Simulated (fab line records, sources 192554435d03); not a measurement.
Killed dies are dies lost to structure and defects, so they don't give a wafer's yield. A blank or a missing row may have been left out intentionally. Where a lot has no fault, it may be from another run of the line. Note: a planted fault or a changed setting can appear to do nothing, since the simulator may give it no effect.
Commonality check across tools :: flow n5_finfet :: 9 lots and 27 wafers in the sample

THE REASON FOR OPENING IT
On 2 of the 9 lots, a flag is raised at N5_FIN_SAQP_OCD_MEAS_76 on the reading trench_depth_nm. Wafers without a fault read 120.0 nm, standard deviation 1.7.
Rule: a lot is flagged in two cases, either no wafer of it has a number, or all its wafers with numbers fall more than 4 standard deviations from that mean. As for the other lots, they are considered sound.

lot: L409
measured: day 2 09:18
on: ocd-02
trench_depth_nm (nm), wafer by wafer: 120.3 116.6 119.5
flag: 

lot: L415
measured: day 3 21:10
on: ocd-01
trench_depth_nm (nm), wafer by wafer: 121.0 124.2 121.5
flag: 

lot: L417
measured: day 4 09:52
on: ocd-01
trench_depth_nm (nm), wafer by wafer: 120.4 118.8 122.0
flag: 

lot: L418
measured: day 4 14:17
on: ocd-01
trench_depth_nm (nm), wafer by wafer: 119.5 121.5 119.4
flag: 

lot: L422
measured: day 5 18:59
on: ocd-01
trench_depth_nm (nm), wafer by wafer: 131.7 130.2 128.8
flag: FLAGGED

lot: L424
measured: day 6 03:07
on: ocd-01
trench_depth_nm (nm), wafer by wafer: 127.0 131.5 130.1
flag: FLAGGED

lot: L429
measured: day 7 10:53
on: ocd-02
trench_depth_nm (nm), wafer by wafer: 121.1 122.4 121.3
flag: 

lot: L430
measured: day 7 15:12
on: ocd-01
trench_depth_nm (nm), wafer by wafer: 120.5 117.7 118.4
flag: 

lot: L431
measured: day 8 00:25
on: ocd-02
trench_depth_nm (nm), wafer by wafer: 121.5 118.9 117.9
flag: 
Average over the flagged lots: 129.9 nm; offset from the usual +9.9 nm, equal to +6 standard deviations.

WHICH TOOL EACH LOT WENT THROUGH
The record holds 2 process steps before the reading, out of a route of 1938 steps. Each cell gives the tool, then ch followed by the chambers the sampled wafers passed through, then the start.
lot: L409
flag: 
N5_FIN_SAQP_SPACER2_ALD_28: ald_sin-03 ch 0,2,3, day 2 08:05
N5_FIN_SAQP_FIN_ETCH_36: rie_si-06 ch 1,2,3, day 2 09:05

lot: L415
flag: 
N5_FIN_SAQP_SPACER2_ALD_28: ald_sin-04 ch 0,2,3, day 3 19:53
N5_FIN_SAQP_FIN_ETCH_36: rie_si-06 ch 0,3, day 3 20:54

lot: L417
flag: 
N5_FIN_SAQP_SPACER2_ALD_28: ald_sin-04 ch 0,2, day 4 08:38
N5_FIN_SAQP_FIN_ETCH_36: rie_si-06 ch 0,1,3, day 4 09:38

lot: L418
flag: 
N5_FIN_SAQP_SPACER2_ALD_28: ald_sin-01 ch 0,1,2, day 4 13:09
N5_FIN_SAQP_FIN_ETCH_36: rie_si-01 ch 1,3, day 4 14:04

lot: L422
flag: FLAGGED
N5_FIN_SAQP_SPACER2_ALD_28: ald_sin-03 ch 0,1,2, day 5 17:52
N5_FIN_SAQP_FIN_ETCH_36: rie_si-06 ch 1,2,3, day 5 18:43

lot: L424
flag: FLAGGED
N5_FIN_SAQP_SPACER2_ALD_28: ald_sin-04 ch 0,1,2, day 6 01:39
N5_FIN_SAQP_FIN_ETCH_36: rie_si-06 ch 0,2,3, day 6 02:51

lot: L429
flag: 
N5_FIN_SAQP_SPACER2_ALD_28: ald_sin-01 ch 2,3, day 7 09:43
N5_FIN_SAQP_FIN_ETCH_36: rie_si-05 ch 1,3, day 7 10:40

lot: L430
flag: 
N5_FIN_SAQP_SPACER2_ALD_28: ald_sin-01 ch 1,2, day 7 13:55
N5_FIN_SAQP_FIN_ETCH_36: rie_si-01 ch 0,2,3, day 7 14:58

lot: L431
flag: 
N5_FIN_SAQP_SPACER2_ALD_28: ald_sin-01 ch 0,2, day 7 23:17
N5_FIN_SAQP_FIN_ETCH_36: rie_si-01 ch 1,2, day 8 00:11
What the steps here do:
- N5_FIN_SAQP_SPACER2_ALD_28: deposits SiO2, target thk 8.1 nm, pulse time 1 s, purge time 2 s.
- N5_FIN_SAQP_FIN_ETCH_36: etches the open film in HBr/Cl2/O2, target depth 120 nm, time 50.4 s.
- N5_FIN_SAQP_OCD_MEAS_76

FLAGGED OVER TOTAL, TOOL BY TOOL (the gauges that took the reading come last)
step: N5_FIN_SAQP_SPACER2_ALD_28
tool: ald_sin-01
lots run: 4
flagged: 0
share of the flagged lots: none
sound lots run after its first flagged lot: -

step: N5_FIN_SAQP_SPACER2_ALD_28
tool: ald_sin-03
lots run: 2
flagged: 1
share of the flagged lots: some
sound lots run after its first flagged lot: 0

step: N5_FIN_SAQP_SPACER2_ALD_28
tool: ald_sin-04
lots run: 3
flagged: 1
share of the flagged lots: some
sound lots run after its first flagged lot: 0

step: N5_FIN_SAQP_FIN_ETCH_36
tool: rie_si-01
lots run: 3
flagged: 0
share of the flagged lots: none
sound lots run after its first flagged lot: -

step: N5_FIN_SAQP_FIN_ETCH_36
tool: rie_si-05
lots run: 1
flagged: 0
share of the flagged lots: none
sound lots run after its first flagged lot: -

step: N5_FIN_SAQP_FIN_ETCH_36
tool: rie_si-06
lots run: 5
flagged: 2
share of the flagged lots: all
sound lots run after its first flagged lot: 0

step: N5_FIN_SAQP_OCD_MEAS_76
tool: ocd-01
lots run: 6
flagged: 2
share of the flagged lots: all
sound lots run after its first flagged lot: 1 (L430)

step: N5_FIN_SAQP_OCD_MEAS_76
tool: ocd-02
lots run: 3
flagged: 0
share of the flagged lots: none
sound lots run after its first flagged lot: -

WHAT THE TABLE PERMITS
2 rows of the table ran every flagged lot: rie_si-06 at N5_FIN_SAQP_FIN_ETCH_36, ocd-01 at N5_FIN_SAQP_OCD_MEAS_76.
- rie_si-06 at N5_FIN_SAQP_FIN_ETCH_36: 2 of its 5 lots flagged. It ran its last sound lot, L417, at day 4 09:38 and its first flagged lot, L422, at day 5 18:43: a fault with its onset between the two fits. Its own readings (oes_o_777_au, rf_fwd_power_W) fall more than 4 standard deviations out on all wafers of the flagged lots.
- ocd-01 at N5_FIN_SAQP_OCD_MEAS_76: 2 of its 6 lots flagged. Lots that were sound ran on it after the first flagged one (L430); a persistent fault on the entire tool would not allow that.
rie_si-06 at N5_FIN_SAQP_FIN_ETCH_36 is the single tool remaining.

WHAT THE SIMULATOR PUT IN
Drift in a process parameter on rie_si-06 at N5_FIN_SAQP_FIN_ETCH_36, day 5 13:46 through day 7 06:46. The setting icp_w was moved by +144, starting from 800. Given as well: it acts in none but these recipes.
Lots struck among those shown: L422, L424. The same result came from the rule above.
